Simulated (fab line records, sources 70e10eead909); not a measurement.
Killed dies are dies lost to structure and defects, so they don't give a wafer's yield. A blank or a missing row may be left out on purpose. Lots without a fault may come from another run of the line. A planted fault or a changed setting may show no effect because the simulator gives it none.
A struck lot beside a sound one | flow nand_harc | 15 steps out of a route of 1302
Sound: wafers L927.3, L927.5, L927.6. Struck: wafers L944.4, L944.6. (L944.5 of the same lot was not struck and is left out.) The cause comes at the end.
At each step with rows: each side's tool, then ch and its chambers, then its first start. Under that, the readings that differ: sound wafers | struck wafers | difference of the means | sigmas: that difference in standard deviations of wafers without a fault.
alike: readings whose means differ by less than 2 such deviations, and words and numbers that are the same on both sides. not compared: withheld readings, readings that some wafer has no value for, bounds like >300 that may hide the same value, and numbers for which the record gives no deviation and whose values overlap.
The two part at a step that has a row with sigmas, a row that says differs or no value, or rows on one side only. Numbers that don't overlap but have no deviation are shown without sigmas and don't part them. A reading that every wafer of one side lacks parts them only if that side has two wafers or more.

first, 4 steps without rows for these wafers: NHARC_P_BONDPAD_EBR_05; NHARC_P_BONDPAD_EXPOSE_06 (exposes mask P BPAD); NHARC_P_BONDPAD_PEB_07 (peb time 80 s); NHARC_P_BONDPAD_DEVELOP_08 (time 50 s).
NHARC_P_BONDPAD_CD_MEAS_09: target cd 500 nm.
  sound on cd_sem-01 ch 0, day 6 23:29; struck on cd_sem-02 ch 0, day 13 13:50
  alike: cd_nm
NHARC_P_BONDPAD_OVL_MEAS_38:
  sound on overlay-02, day 6 23:34; struck on overlay-02, day 13 13:55
  alike: overlay_x_nm, overlay_y_nm
then, 1 step without rows for these wafers: NHARC_P_BONDPAD_HARDBAKE_10 (time 65 s).
NHARC_P_BONDPAD_DESCUM_11: chemistry O2, time 3 s.
  sound on rie_diel-07 ch 1,2,3, day 6 23:42; struck on rie_diel-06 ch 0,3, day 13 14:05
  alike: drypump_motor_current_A, oes_product_au, rf_vpp_V, showerhead_plenum_p_Torr, throttle_valve_pct
  not compared: rf_hours_counter_h
NHARC_P_BONDPAD_ETCH_37: etches the open film in N2/H2, target depth 60 nm, overetch 18 nm, time 65.91 s.
  sound on rie_diel-07 ch 0,1,2, day 6 23:47; struck on rie_diel-06 ch 0,3, day 13 14:10
  alike: drypump_motor_current_A, n2_flow_sccm, oes_product_au, rf_vpp_V, run_length_s, showerhead_plenum_p_Torr, throttle_valve_pct
  not compared: rf_hours_counter_h
NHARC_P_BONDPAD_ETCH_12: etches the open film in CHF3/O2, target depth 200 nm, time 100 s.
  sound on rie_diel-07 ch 1,2,3; struck on rie_diel-06 ch 0,2
  alike: drypump_motor_current_A, oes_product_au, rf_vpp_V, run_length_s, showerhead_plenum_p_Torr, throttle_valve_pct
  not compared: rf_hours_counter_h
NHARC_P_BONDPAD_CD_MEAS_13:
  sound on cd_sem-01, day 7 00:00; struck on cd_sem-01, day 13 14:25
  alike: cd_nm
NHARC_P_BONDPAD_STRIP_15: strips in O2.
  sound on rie_diel-06 ch 0,1,2, day 7 00:07; struck on rie_diel-01 ch 0,2, day 13 14:32
  alike: drypump_motor_current_A, oes_product_au, rf_vpp_V, showerhead_plenum_p_Torr, throttle_valve_pct
  not compared: rf_hours_counter_h
NHARC_P_BONDPAD_ETCH_24: etches the open film in CF4/N2, target depth 30 nm, time 72.99 s.
  sound on rie_diel-06 ch 0,2, day 7 00:16; struck on rie_diel-01 ch 0,3, day 13 14:39
  reading          | sound          | struck    | difference | sigmas
  run_length_s (s) | 94.7 94.3 94.9 | 75.2 75.4 | -19.3      | -42
  alike: drypump_motor_current_A, n2_flow_sccm, oes_product_au, rf_vpp_V, showerhead_plenum_p_Torr, throttle_valve_pct
  not compared: rf_hours_counter_h
then, 1 step without rows for these wafers: NHARC_P_BONDPAD_STRIP_16 (strips in post etch residue remover, time 600 s).
-- the record jumps here: 18 days lie between the struck wafers' starts before and after (it left off in module P_BONDPAD and takes up again in module END, whose first step shown is number 1302 of the route) --
NHARC_END_SORT_01:
  sound on prober-02 ch 0, day 25 02:29; struck on prober-02 ch 0, day 31 18:22
  alike: defect_limited_yield, killed_at_array, killed_at_other, killed_at_periphery, killed_dies, killed_open, killed_short

WHERE THEY PART
Only at NHARC_P_BONDPAD_ETCH_24, within this record. Later steps at which nothing parts them and some readings are alike: NHARC_END_SORT_01.

WHY: what the simulator had put in
Process parameter drift: rie_diel-01, from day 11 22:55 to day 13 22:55, at NHARC_P_BONDPAD_ETCH_24. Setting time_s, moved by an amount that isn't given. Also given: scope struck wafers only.
